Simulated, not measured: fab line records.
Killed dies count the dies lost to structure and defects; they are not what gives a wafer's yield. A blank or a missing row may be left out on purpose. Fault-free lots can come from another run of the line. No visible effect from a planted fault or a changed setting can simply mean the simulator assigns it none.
Lot-split experiment | flow n5-finfet | 21 wafers read from 7 lots, route of 1938 steps

== THE SPLIT ITSELF ==
At N5_BEOL_M13_COAT_65 (time 60 s, resist thk 350 nm), the setting spin-rpm was moved away from the recipe's 1500 rpm on 4 of the 21 wafers read, by +3.3% to +9.2%. The other wafers ran this setting at the recipe's value.

The reading is taken at the split's own step.

== THE READING ==
SOC_of_BEOL_M13_COAT_65.thk-nm (the simulator's own value, which no gauge read), in nm, at N5_BEOL_M13_COAT_65 (time 60 s, resist thk 350 nm). The file does not state a usual value for it. Here, 17 wafers ran the recipe; their average is 350.1 nm with a standard deviation of 0.94 nm.

wafer  | tool, chamber at the split | spin-rpm as run, rpm | against the recipe | SOC_of_BEOL_M13_COAT_65.thk-nm, nm | against lot-mates on the recipe
L076.1 | litho-track-02, 0          | 1500                 | recipe             | 350                                | -
L076.6 | litho-track-02, 0          | 1500                 | recipe             | 350                                | -
L076.2 | litho-track-02, 0          | 1500                 | recipe             | 348.6                              | -
L081.2 | litho-track-01, 0          | 1550                 | +3.3%              | 344                                | -7.0
L081.5 | litho-track-01, 0          | 1500                 | recipe             | 351.2                              | -
L081.6 | litho-track-01, 0          | 1500                 | recipe             | 350.8                              | -
L086.3 | litho-track-02, 0          | 1638                 | +9.2%              | 336.8                              | -13.7
L086.4 | litho-track-02, 0          | 1500                 | recipe             | 350.4                              | -
L086.5 | litho-track-02, 0          | 1500                 | recipe             | 350.6                              | -
L089.2 | litho-track-04, 0          | 1500                 | recipe             | 349.2                              | -
L089.3 | litho-track-04, 0          | 1500                 | recipe             | 348.6                              | -
L089.4 | litho-track-04, 0          | 1500                 | recipe             | 348                                | -
L091.3 | litho-track-04, 0          | 1500                 | recipe             | 350                                | -
L091.4 | litho-track-04, 0          | 1500                 | recipe             | 350.4                              | -
L091.5 | litho-track-04, 0          | 1500                 | recipe             | 350.8                              | -
L095.2 | litho-track-04, 0          | 1636                 | +9.1%              | 336.2                              | -15.0
L095.4 | litho-track-04, 0          | 1500                 | recipe             | 351.2                              | -
L095.6 | litho-track-04, 0          | 1500                 | recipe             | 351.2                              | -
L097.1 | litho-track-04, 0          | 1500                 | recipe             | 350.6                              | -
L097.3 | litho-track-04, 0          | 1609                 | +7.3%              | 339                                | -11.2
L097.6 | litho-track-04, 0          | 1500                 | recipe             | 349.8                              | -

THE FIT
A straight line over all 21 wafers: SOC_of_BEOL_M13_COAT_65.thk-nm changes by -1.51 nm for each +1% of spin-rpm; r = -0.98; the points scatter about the line by 0.94 nm.
The same after taking each lot's own level away (the mean of its wafers on the recipe; 21 wafers): -1.58 nm for each +1%; r = -0.99; scatter 0.6 nm.
On that fit, the largest move of spin-rpm shifts the reading by 15 nm.
The span of the lots' own levels, 348.60 to 351.20 nm, comes to 2.8 times the standard deviation stated above.
So the lot-to-lot level changes the slope little: the two slopes agree.
Check: for one of the wafers moved furthest among these (+9.2%), held out of the fit, the line's prediction against its lot-mates is -15.1 nm. It came out at -13.7 nm against them.

== FURTHER SPLITS ON THESE WAFERS ==
Before the reading, these wafers also passed through other splits. Each is held against what the fit with the lots' levels taken away leaves over:
other split on the same wafers | wafers away from the commonest value | r with SOC_of_BEOL_M13_COAT_65.thk-nm (lot level and that fit taken away)
N5_BEOL_M10_ILD_DEP_00 time-s  | 9                                    | -0.15
N5_BEOL_M10_PECVD_70 time-s    | 8                                    | +0.14
N5_BEOL_M11_ETCH_41 time-s     | 5                                    | +0.36
N5_BEOL_M12_COAT_04 spin-rpm   | 3                                    | +0.45
N5_BEOL_M13_ETCH_59 time-s     | 6                                    | -0.03

== THE FILE'S OWN FIT ==
SOC_of_BEOL_M13_COAT_65.thk-nm changes by -1.59 nm for each +1% of spin-rpm, r = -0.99.
